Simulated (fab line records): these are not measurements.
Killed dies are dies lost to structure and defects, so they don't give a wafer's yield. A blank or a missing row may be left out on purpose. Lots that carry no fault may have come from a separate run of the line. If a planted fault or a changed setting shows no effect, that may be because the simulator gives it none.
A lot that was struck, set against a sound lot	flow nand-harc	14 steps out of a route of 1302
Sound: wafers L666.1, L666.4, L666.5. Wafers struck: L681.1, L681.3, L681.6. The cause comes at the end.
For every step that has rows: the tool of each side, followed by ch and its chambers, followed by its first start. Under that, the readings that differ: sound wafers	struck wafers	difference of the means	sigmas: that difference in standard deviations of wafers without a fault.
alike: a reading whose means differ by less than 2 such deviations, as well as words and numbers matching on both sides. not compared: withheld readings; readings where some wafer has no value; bounds like >300 that might hide an equal value; numbers whose values overlap and for which the record gives no deviation.
The two part at a step that has a row with sigmas, a row that says differs or no value, or rows on one side only. Numbers that don't overlap but have no deviation are shown without sigmas and don't part them. A reading missing from all wafers of one side parts the sides only when that side holds two or more wafers.

NHARC_A_ONON_D1_THK_MEAS_30: measures by ellipsometry.
  sound on film-metro-01 at day 8 21:50; struck on film-metro-02 at day 15 01:47
reading	sound	struck	difference	sigmas
thk-nm (nm)	1011 1011 1013	976 977 976	-35	-4
NHARC_A_ONON_D1_DEP_33: deposits SiO2, target thk 200 nm.
  sound on pecvd-02 ch 0,1,2, day 8 21:56; struck on pecvd-04 ch 0,2, day 15 01:53
  alike: heater-power-w, throttle-valve-pct
NHARC_A_ONON_D1_THK_MEAS_34: measures by ellipsometry.
  sound on film-metro-01 at day 8 22:18; struck on film-metro-02 at day 15 02:16
  alike: thk-nm
NHARC_A_ONON_D1_INSPECT_32:
  sound on defect-inspect-01 at day 8 22:22; struck on defect-inspect-01 at day 15 02:20
reading	sound	struck	difference	sigmas
raw-defect-count	153 95 101	70 43 89	-49	-2
NHARC_A_CHANNEL_HOLE_D1_DEP_00: deposits aC, target thk 3100 nm.
  sound on acl-dep-02 ch 0, day 9 04:00; struck on acl-dep-02 ch 0, day 15 02:25
  alike: throttle-valve-pct
NHARC_A_CHANNEL_HOLE_D1_DEP_01: deposits SiON, target thk 140 nm.
  sound on pecvd-02 ch 0,2, day 9 06:01; struck on pecvd-03 ch 0,1,2, day 15 04:22
  alike: heater-power-w
then, 5 steps without rows for these wafers: NHARC_A_CHANNEL_HOLE_D1_DEHYDRATE_02 (time 120 s); NHARC_A_CHANNEL_HOLE_D1_HMDS_03 (time 30 s); NHARC_A_CHANNEL_HOLE_D1_COAT_36 (time 75 s); NHARC_A_CHANNEL_HOLE_D1_COAT_37 (time 65 s); NHARC_A_CHANNEL_HOLE_D1_COAT_04 (resist thk 90 nm).
NHARC_A_CHANNEL_HOLE_D1_SOFTBAKE_05: time 55 s.
  sound on litho-track-04 ch 0, day 9 06:00; struck on litho-track-04 ch 0, day 15 04:00
reading	sound	struck	difference	sigmas
heater-power-total-W (W)	188.43 188.32 188.31	191.51 191.48 191.39	+3.11	+24
then, 2 steps without rows for these wafers: NHARC_A_CHANNEL_HOLE_D1_EBR_06; NHARC_END_SORT_01.

## WHERE THEY PART
Last at NHARC_A_CHANNEL_HOLE_D1_SOFTBAKE_05 as far as this record goes, first at NHARC_A_ONON_D1_THK_MEAS_30.

WHY: whatever the simulator had introduced
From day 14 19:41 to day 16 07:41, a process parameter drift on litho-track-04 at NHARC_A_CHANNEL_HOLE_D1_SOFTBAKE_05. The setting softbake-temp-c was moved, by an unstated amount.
